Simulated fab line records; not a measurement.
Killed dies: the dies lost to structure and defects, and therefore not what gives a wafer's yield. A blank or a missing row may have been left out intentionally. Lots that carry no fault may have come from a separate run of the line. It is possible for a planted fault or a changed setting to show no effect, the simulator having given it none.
A struck lot beside a sound one	flow n5_finfet	17 steps out of a route of 1938
Sound: these wafers, L859.1, L859.3, L859.5. Struck: wafer L847.4. (L847.3, L847.5 of the same lot were not struck and are left out.) The cause comes at the end.
Per side, at each step with rows, come the tool, then ch with its chambers, and then its first start. Under that, the readings that differ: sound wafers	struck wafers	difference of the means	sigmas: that difference in standard deviations of wafers without a fault.
alike: readings whose means differ by less than 2 such deviations, and words and numbers that are the same on both sides. not compared: withheld readings, readings that some wafer has no value for, bounds like >300 that may hide the same value, and numbers for which the record gives no deviation and whose values overlap.
Wherever a step has rows on one side only, a row that says differs or no value, or a row with sigmas, the two part there. Non-overlapping numbers with no deviation appear without sigmas and do not part them. A reading that every wafer of one side lacks parts them only if that side has two wafers or more.

first, 3 steps without rows for these wafers: N5_BEOL_M3_ANNEAL_82 (time 240 s); N5_BEOL_M3_SPUTTER_86 (material Cu, target thk 4.5 nm, time 8.29 s); N5_BEOL_M3_ANNEAL_87 (time 240 s).
N5_BEOL_M3_SPUTTER_88: material Cu, target thk 4.5 nm, time 8.29 s.
  sound: pvd_sputter-02 at day 13 16:50; struck: pvd_sputter-02 at day 9 08:58
  alike: throttle_valve_pct
then, 2 steps without rows for these wafers: N5_BEOL_M3_ANNEAL_89 (time 240 s); N5_BEOL_M3_SPUTTER_90 (material Cu, target thk 4.5 nm, time 8.29 s).
N5_BEOL_M3_ANNEAL_91: time 240 s.
  sound: pvd_sputter-02 at day 13 17:08; struck: pvd_sputter-02 at day 9 09:16
  alike: heater_power_w
then, 2 steps without rows for these wafers: N5_BEOL_M3_SPUTTER_92 (material Cu, target thk 4.5 nm, time 8.29 s); N5_BEOL_M3_ANNEAL_93 (time 240 s).
N5_BEOL_M3_SPUTTER_94: material Cu, target thk 4.5 nm, time 8.29 s.
  sound: pvd_sputter-02 at day 13 17:30; struck: pvd_sputter-02 at day 9 09:38
  alike: throttle_valve_pct
N5_BEOL_M3_ANNEAL_95: time 240 s.
  sound: pvd_sputter-02 at day 13 17:35; struck: pvd_sputter-02 at day 9 09:43
  alike: heater_power_w
N5_BEOL_M3_SPUTTER_96: material Cu, target thk 4.5 nm, time 8.29 s.
  sound: pvd_sputter-02 at day 13 17:43; struck: pvd_sputter-02 at day 9 09:51
  alike: throttle_valve_pct
N5_BEOL_M3_ECD_50: material Cu, target thk 300 nm.
  sound on ecd_cu-02 ch 0,1, day 13 17:50; struck on ecd_cu-02 ch 0, day 9 09:59
reading	sound	struck	difference	sigmas
model.Cu_of_BEOL_M3_ECD_50.thk_nm (nm)	299.8 297.6 296.8	442.8	+144.7	
then, 1 step without rows for these wafers: N5_BEOL_M3_ANNEAL_51 (time 90 s).
N5_BEOL_M3_CMP_52: polishes, stops on SiOC, t overpolish 6.8 s, target thk 40 nm.
  sound on cmp-02 ch 0,1, day 13 18:29; struck on cmp-01 ch 0, day 9 10:30
reading	sound	struck	difference	sigmas
time_to_endpoint_s (s)	64.3 65.0 62.2	92.9	+29.1	+13
  alike: motor_current_A, slurry_filter_dp_kPa
N5_BEOL_M3_THK_MEAS_53: measures by xrf.
  sound: film_metro-01 at day 13 18:44; struck: film_metro-02 at day 9 10:43
  alike: M3_THK
N5_BEOL_M4_RC_MEAS_101:
  sound on prober-01 ch 0, day 14 17:10; struck on prober-01 ch 0, day 10 01:11
reading	sound	struck	difference	sigmas
ION_P (uA/um)	466 459 465	448	-15	-2
  alike: DIBL_N, DIBL_P, IOFF_N, IOFF_P, ION_N, SS_N, SS_P, VT_N, VT_P

== WHERE THEY PART ==
Earliest at N5_BEOL_M3_CMP_52; latest, in this record, at N5_BEOL_M4_RC_MEAS_101.

WHY: whatever the simulator had introduced
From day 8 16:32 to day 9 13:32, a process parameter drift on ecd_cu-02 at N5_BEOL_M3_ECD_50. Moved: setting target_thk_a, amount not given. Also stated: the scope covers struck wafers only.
